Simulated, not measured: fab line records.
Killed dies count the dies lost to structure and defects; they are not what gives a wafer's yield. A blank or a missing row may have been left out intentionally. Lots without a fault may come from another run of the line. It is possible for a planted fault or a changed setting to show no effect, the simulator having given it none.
Chamber matching | flow n5Finfet | N5_BEOL_M8_CMP_52 on cmp-04 has 4 sister chambers
The step polishes, stops on SiCOH lowk, t overpolish 6.9 s, target thk 80 nm. 8 wafers are shown with their chamber, then 10 later ones without.

== EACH WAFER AND ITS CHAMBER ==
wafer  | chamber | motorCurrentA (A) | timeToEndpointS (s)
L081.4 | 3       | 6.3               | 64
L085.2 | 0       | 5.4               | 59
L085.6 | 2       | 5.1               | 68
L087.3 | 0       | 5.3               | 59
L087.4 | 1       | 5.2               | 65
L087.5 | 3       | 6.7               | 63
L084.2 | 1       | 5.0               | 70
L084.4 | 2       | 5.1               | 67

== WAFERS WHOSE CHAMBER IS MISSING ==
wafer  | motorCurrentA (A) | timeToEndpointS (s)
L084.6 | 5.3               | 68
L089.2 | 6.3               | 61
L089.3 | 5.4               | 59
L089.5 | 5.3               | 68
L090.3 | 5.0               | 70
L090.4 | 5.1               | 61
L090.5 | 5.0               | 70
L096.1 | 5.2               | 69
L096.2 | 5.4               | 66
L096.4 | 6.2               | 64

== CHAMBER TAKEN BY EACH ==
wafer  | from the rows above          | in truth
L084.6 | can't be placed: 1 or 2      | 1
L089.2 | 3                            | 3
L089.3 | 0                            | 0
L089.5 | can't be placed: 1 or 2      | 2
L090.3 | can't be placed: 1 or 2      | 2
L090.4 | can't be placed: 0 or 1 or 2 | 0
L090.5 | can't be placed: 1 or 2      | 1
L096.1 | can't be placed: 1 or 2      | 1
L096.2 | can't be placed: 1 or 2 or 0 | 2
L096.4 | 3                            | 3
3 of 10 placed correctly. Can't be placed from these rows: 7 (the true chamber is among the candidates in 7). Placed wrongly: 0.
How it was worked out, from the rows above alone: a wafer's distance from a chamber is the root of the sum, over the readings, of the square of ((its reading less the chamber's mean) divided by the reading's scatter). If the next closest chamber is less than 2 further off than the closest, the wafer can't be placed; otherwise it belongs to the closest. The mean given for a chamber averages the wafers shown for that chamber. The scatter: take each reading less its chamber's mean, square it, sum over the shown wafers, divide by the number of wafers less the number of chambers, and take the root.
